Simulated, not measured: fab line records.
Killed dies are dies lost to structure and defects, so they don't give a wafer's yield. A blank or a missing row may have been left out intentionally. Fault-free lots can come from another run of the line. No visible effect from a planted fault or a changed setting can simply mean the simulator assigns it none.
Chamber matching    flow n5_finfet    4 sister chambers for N5_FIN_CUT_CUT_ETCH_15 on rie_si-01
The step etches Si in HBr/Cl2/O2, target depth 100 nm, bt time 10 s, time 42.4 s. 8 wafers are shown with their chamber, then 11 later ones without.

WAFERS WITH THEIR CHAMBER
wafer   chamber  throttle_valve_pct (%)  drypump_motor_current_A (A)
L087.2  3        37.01                   6.1
L089.1  2        37.47                   5.4
L089.3  0        37.17                   6.0
L089.4  1        37.17                   6.2
L090.1  0        37.18                   6.0
L090.2  3        37.03                   6.0
L090.3  2        37.48                   5.4
L093.1  1        37.16                   6.2

WAFERS WITH NO CHAMBER GIVEN
wafer   throttle_valve_pct (%)  drypump_motor_current_A (A)
L093.2  37.49                   5.4
L093.5  37.18                   6.3
L094.2  37.49                   5.5
L094.3  37.18                   6.0
L094.5  37.16                   6.3
L095.2  37.15                   6.2
L095.4  37.15                   6.0
L095.6  37.17                   6.2
L097.1  37.48                   5.4
L097.2  37.02                   6.0
L097.4  37.16                   6.0

THE CHAMBER EACH PASSED THROUGH
wafer   from the rows above  in truth
L093.2  2                    2
L093.5  1                    1
L094.2  2                    2
L094.3  0                    0
L094.5  1                    1
L095.2  1                    1
L095.4  0                    0
L095.6  1                    1
L097.1  2                    2
L097.2  3                    3
L097.4  0                    0
11 of 11 placed correctly. Not placeable from these rows: 0. 0 placed wrongly.
How it was worked out, from the rows above alone: a wafer's distance from a chamber is the root of the sum, over the readings, of the square of ((its reading less the chamber's mean) divided by the reading's scatter). If the next closest chamber is less than 2 further off than the closest, the wafer can't be placed; otherwise it belongs to the closest. The mean given for a chamber averages the wafers shown for that chamber. The scatter: the root of (the sum of the squares of (reading less its chamber's mean) over the shown wafers, divided by (wafers less chambers)).
